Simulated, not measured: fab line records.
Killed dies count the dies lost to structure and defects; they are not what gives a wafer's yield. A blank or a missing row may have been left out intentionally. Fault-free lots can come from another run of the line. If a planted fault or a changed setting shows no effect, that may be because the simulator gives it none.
A lot that was struck, set against a sound lot -- flow nandHarc -- 15 out of 1159 route steps
Sound: wafers L224.1, L224.5, L224.6. Struck: wafer L234.2 (left out: L234.1, L234.3 of the same lot, which were not struck); the cause appears at the end.
For every step that has rows: the tool of each side, followed by ch and its chambers, followed by its first start. Under that, the readings that differ: sound wafers -- struck wafers -- difference of the means -- sigmas: that difference in standard deviations of wafers without a fault.
alike: readings with means less than 2 such deviations apart, plus words and numbers identical on both sides. not compared: withheld readings, readings lacking a value on some wafer, bounds such as >300 that could conceal the same value, and numbers that have no deviation in the record and whose values overlap.
The two part at a step that has a row with sigmas, a row that says differs or no value, or rows on one side only. Numbers that have no deviation but don't overlap get no sigmas and don't part them. Lack of a reading on every wafer of one side parts them only where that side has two or more wafers.

first, 1 step without rows for these wafers: NHARC_A_ONON_D1_DEP_12 (target thk 1000 nm).
NHARC_A_ONON_D1_THK_MEAS_14: measures by ellipsometry.
  sound on filmMetro-01, day 8 18:10; struck on filmMetro-01, day 11 02:00
reading,sound,struck,difference,sigmas
thkNm (nm),978 978 979,999,+21,+2
then, 2 steps without rows for these wafers: NHARC_A_ONON_D1_ANNEAL_15 (time 3600 s); NHARC_A_ONON_D1_DEP_16 (target thk 1000 nm).
NHARC_A_ONON_D1_THK_MEAS_18: measures by ellipsometry.
  sound on filmMetro-02, day 9 01:39; struck on filmMetro-02, day 11 09:05
  alike: thkNm
then, no rows for these wafers at 1 step: NHARC_A_ONON_D1_DEP_19 (target thk 1000 nm).
NHARC_A_ONON_D1_THK_MEAS_21: measures by ellipsometry.
  sound on filmMetro-01, day 9 02:13; struck on filmMetro-02, day 11 09:47
  alike: thkNm
then, no rows for these wafers at 1 step: NHARC_A_ONON_D1_DEP_22 (target thk 1000 nm).
NHARC_A_ONON_D1_THK_MEAS_24: measures by ellipsometry.
  sound on filmMetro-02, day 9 02:49; struck on filmMetro-01, day 11 10:22
  alike: thkNm
then, no rows for these wafers at 1 step: NHARC_A_ONON_D1_DEP_25 (target thk 1000 nm).
NHARC_A_ONON_D1_THK_MEAS_27: measures by ellipsometry.
  sound on filmMetro-02, day 9 03:23; struck on filmMetro-01, day 11 10:55
  alike: thkNm
NHARC_A_ONON_D1_DEP_28: target thk 1000 nm.
  sound on pecvdOnon-02 ch 0, day 9 03:26; struck on pecvdOnon-04 ch 0, day 11 10:59
  alike: nh3FlowSccm, sih4FlowSccm
NHARC_A_ONON_D1_THK_MEAS_30: measures by ellipsometry.
  sound on filmMetro-01, day 9 03:58; struck on filmMetro-01, day 11 11:29
reading,sound,struck,difference,sigmas
thkNm (nm),987 985 985,1569,+583,+62
NHARC_A_ONON_D1_DEP_33: deposits SiO2, target thk 200 nm.
  sound on pecvd-02 ch 0,1,2, day 9 04:28; struck on pecvd-02 ch 1, day 11 11:32
  alike: heaterPowerOuterW, heaterPowerW, mfcPrecursorSccm, rfFwdPowerW, throttleValvePct
-- record jumps: 11 days between struck wafers' starts before vs after; left off in module A_ONON_D1, resumes in module END, first step shown is number 1159 of the route --
NHARC_END_SORT_01:
  only the struck wafers appear in the record here, on prober-02 ch 0 at day 22 09:44; the sound ones have no rows

## WHERE THEY PART
Earliest at NHARC_A_ONON_D1_THK_MEAS_14; latest, in this record, at NHARC_END_SORT_01.

WHY: the cause the simulator had injected
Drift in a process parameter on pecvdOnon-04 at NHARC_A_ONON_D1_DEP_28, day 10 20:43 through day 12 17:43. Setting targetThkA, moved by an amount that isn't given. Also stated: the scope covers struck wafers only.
